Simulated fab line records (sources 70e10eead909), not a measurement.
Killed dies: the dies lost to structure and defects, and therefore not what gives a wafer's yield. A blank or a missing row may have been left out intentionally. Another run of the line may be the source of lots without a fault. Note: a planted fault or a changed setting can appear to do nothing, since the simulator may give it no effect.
Problem report, 8D (eight disciplines) form, completed by code / flow nand-harc / the parts of the form that need people (team, actions taken, sign-off) are left out

1. PROBLEM STATEMENT
Wafers without a fault read 22.99 C, standard deviation 0.1; developer-temp-C at NHARC_P_GATE_DEVELOP_25 reads a mean of 20.61 C on 6 wafers belonging to 2 lots. That is -24 standard deviations from the usual mean.
The step: develop time 35 s.
The first sign was on wafer L512.1 at day 8 06:00, on litho-track-04. At this step, 33 wafers from 11 lots have a number in the record. Rule for "out", or "out of limits": more than 4 standard deviations from the usual mean. All remaining wafers that have a number are taken as sound.

2. WHAT THIS IS AND IS NOT
question=which readings at this step | is=developer-temp-C | is not=-
question=which lots | is=L512, L513 | is not=L497, L498, L502, L503, L504, L509, L517, L518, L520
question=which wafers of those lots | is=all that have a number | is not=-
question=read on which tools | is=litho-track-04 | is not=litho-track-01, litho-track-06
question=when | is=from day 8 06:00 | is not=up to then (18 sound wafers); but 9 sound wafers of L517, L518, L520 came after

3. THE SUSPECTS, EACH WITH WHAT RULES IT OUT
Counting: a tool at a process step up to the reading stays a suspect if it ran every lot that is out and no sound lot after the first of them.
- litho-track-04 at NHARC_P_GATE_DEVELOP_25 (develop time 35 s): kept. It processed each lot that is out, first L512 at day 8 06:00, and no sound lot thereafter; up to then, the last sound lot it processed was L502 at day 6 02:00. On those wafers its own readings are out: developer-temp-C.
Remaining after the count: litho-track-04 at NHARC_P_GATE_DEVELOP_25.

4. THE CAUSE (what the simulator had put in)
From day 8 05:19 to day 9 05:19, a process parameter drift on litho-track-04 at NHARC_P_GATE_DEVELOP_25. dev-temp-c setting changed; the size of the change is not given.
Counting left only this tool.

5. SEQUENCE OF EFFECTS, ordered by route
Each row: a reading where the mean over the struck wafers with a number is more than 3 standard deviations away from the usual. Only readings whose record carries a usual standard deviation are examined. hours: median over the lots of the time between each lot's start at the first step of this table that gives one and its start at this step. sigmas: the change, counted in usual standard deviations.
hours=0; step=NHARC_P_GATE_DEVELOP_25; reading=developer-temp-C; usual=22.99 C; on struck wafers=20.61; change=-2.38; sigmas=-24
Here are the process steps it includes:
- NHARC_P_GATE_DEVELOP_25: develop time 35 s.

6. HOW IT WOULD HAVE BEEN CAUGHT EARLIER
In this record the first reading out of limits was taken at day 8 06:00, 1 hour after the fault began at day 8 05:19.
